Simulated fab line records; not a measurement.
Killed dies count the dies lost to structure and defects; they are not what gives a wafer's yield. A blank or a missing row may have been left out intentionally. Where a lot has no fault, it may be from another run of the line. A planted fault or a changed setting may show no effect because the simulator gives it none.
Which tool was responsible? || flow n5 finfet || 7 lots, 21 wafers sampled, at 5 steps of a route of 1938

## WHAT THE GAUGES SHOWED, per wafer
N5_BEOL_M0_SAQP_CD_MEAS_29: target cd 14.4 nm.
{"lot": "L793", "measured": "day 6 06:00", "on": "cd sem-01", "cd nm (nm)": "15.05 14.95 14.76"}
{"lot": "L798", "measured": "day 7 08:52", "on": "cd sem-01", "cd nm (nm)": "- - -"}
{"lot": "L804", "measured": "day 9 01:01", "on": "cd sem-03", "cd nm (nm)": "14.46 15.14 14.73"}
{"lot": "L807", "measured": "day 9 21:47", "on": "cd sem-03", "cd nm (nm)": "14.88 14.73 15.21"}
{"lot": "L809", "measured": "day 10 04:28", "on": "cd sem-03", "cd nm (nm)": "15.36 15.16 14.77"}
{"lot": "L811", "measured": "day 10 18:32", "on": "cd sem-03", "cd nm (nm)": "14.81 14.89 14.95"}
{"lot": "L813", "measured": "day 11 04:06", "on": "cd sem-01", "cd nm (nm)": "15.19 14.96 15.21"}

## WHICH TOOL RAN EACH LOT (tool, then ch and the chambers of the sampled wafers, then the start)
{"lot": "L793", "N5_BEOL_M0_SAQP_SPACER1_ALD_98": "ald sin-01 ch 0,1,3, day 6 03:13", "N5_BEOL_M0_SAQP_MANDREL1_REMOVE_100": "rie si-04 ch 1,2, day 6 03:59", "N5_BEOL_M0_SAQP_STRIP_108": "rie diel-05 ch 0,1, day 6 05:02", "N5_BEOL_M0_SAQP_SPACER2_ALD_26": "ald sin-03 ch 0,1,3, day 6 05:15"}
{"lot": "L798", "N5_BEOL_M0_SAQP_SPACER1_ALD_98": "ald sin-01 ch 0,1,3, day 7 06:24", "N5_BEOL_M0_SAQP_MANDREL1_REMOVE_100": "rie si-05 ch 0,1, day 7 06:59", "N5_BEOL_M0_SAQP_STRIP_108": "rie diel-02 ch 1,3, day 7 07:55", "N5_BEOL_M0_SAQP_SPACER2_ALD_26": "ald sin-02 ch 2,3, day 7 08:07"}
{"lot": "L804", "N5_BEOL_M0_SAQP_SPACER1_ALD_98": "ald sin-03 ch 0,3, day 8 20:08", "N5_BEOL_M0_SAQP_MANDREL1_REMOVE_100": "rie si-06 ch 1,2,3, day 8 20:42", "N5_BEOL_M0_SAQP_STRIP_108": "rie diel-02 ch 1,3, day 8 21:37", "N5_BEOL_M0_SAQP_SPACER2_ALD_26": "ald sin-01 ch 0,1,2, day 9 00:16"}
{"lot": "L807", "N5_BEOL_M0_SAQP_SPACER1_ALD_98": "ald sin-03 ch 0,2,3, day 9 19:18", "N5_BEOL_M0_SAQP_MANDREL1_REMOVE_100": "rie si-04 ch 2,3, day 9 19:52", "N5_BEOL_M0_SAQP_STRIP_108": "rie diel-04 ch 0,1,2, day 9 20:50", "N5_BEOL_M0_SAQP_SPACER2_ALD_26": "ald sin-02 ch 0,1,2, day 9 21:02"}
{"lot": "L809", "N5_BEOL_M0_SAQP_SPACER1_ALD_98": "ald sin-02 ch 2,3, day 10 02:02", "N5_BEOL_M0_SAQP_MANDREL1_REMOVE_100": "rie si-05 ch 0,2,3, day 10 02:36", "N5_BEOL_M0_SAQP_STRIP_108": "rie diel-05 ch 1,2,3, day 10 03:31", "N5_BEOL_M0_SAQP_SPACER2_ALD_26": "ald sin-02 ch 0,1,3, day 10 03:43"}
{"lot": "L811", "N5_BEOL_M0_SAQP_SPACER1_ALD_98": "ald sin-01 ch 0,1,3, day 10 16:07", "N5_BEOL_M0_SAQP_MANDREL1_REMOVE_100": "rie si-06 ch 0,1,3, day 10 16:40", "N5_BEOL_M0_SAQP_STRIP_108": "rie diel-02 ch 0,1,2, day 10 17:35", "N5_BEOL_M0_SAQP_SPACER2_ALD_26": "ald sin-01 ch 0,1,3, day 10 17:47"}
{"lot": "L813", "N5_BEOL_M0_SAQP_SPACER1_ALD_98": "ald sin-02 ch 0,1,3, day 11 01:29", "N5_BEOL_M0_SAQP_MANDREL1_REMOVE_100": "rie si-06 ch 1,2,3, day 11 02:06", "N5_BEOL_M0_SAQP_STRIP_108": "rie diel-02 ch 0,2,3, day 11 03:09", "N5_BEOL_M0_SAQP_SPACER2_ALD_26": "ald sin-02 ch 0,2, day 11 03:21"}
- N5_BEOL_M0_SAQP_SPACER1_ALD_98: deposits SiO2, target thk 12.8 nm, pulse time 1 s, purge time 2 s.
- N5_BEOL_M0_SAQP_MANDREL1_REMOVE_100: chemistry HBr/Cl2/O2, target a-Si, stops on SiNx, bt time 10 s.
- N5_BEOL_M0_SAQP_STRIP_108: strips in N2/H2.
- N5_BEOL_M0_SAQP_SPACER2_ALD_26: deposits SiO2, target thk 15 nm, pulse time 1 s, purge time 2 s.

## THE ANSWER, worked out from the rows above alone
Rule: the lots themselves supply what counts as usual. Put in order of their means at a reading, lots are off if they are a third of the lots or fewer, leave a main group of 4 or more, and stand apart from it by a gap of 3 or more times the standard deviation of the main group's means; of several such gaps the widest counts. A main group whose means are all the same, to the digits that the tables above print for the reading, isn't used. Also off: a lot with no number at a reading for which 4 or more lots have one. Any other lot the step has rows for is counted as sound.
Off: L798 (N5_BEOL_M0_SAQP_CD_MEAS_29, cd nm). Without a number there: L798. Main group: mean 14.96 nm, sd 0.12.
If a tool, at a process step before that reading, ran all the lots that are off and no sound lot after the first of them, it fits. Gauges at N5_BEOL_M0_SAQP_CD_MEAS_29: tried the same way as those tools. No candidate that was tried fits.

## WHAT THE SIMULATOR HAD PUT IN
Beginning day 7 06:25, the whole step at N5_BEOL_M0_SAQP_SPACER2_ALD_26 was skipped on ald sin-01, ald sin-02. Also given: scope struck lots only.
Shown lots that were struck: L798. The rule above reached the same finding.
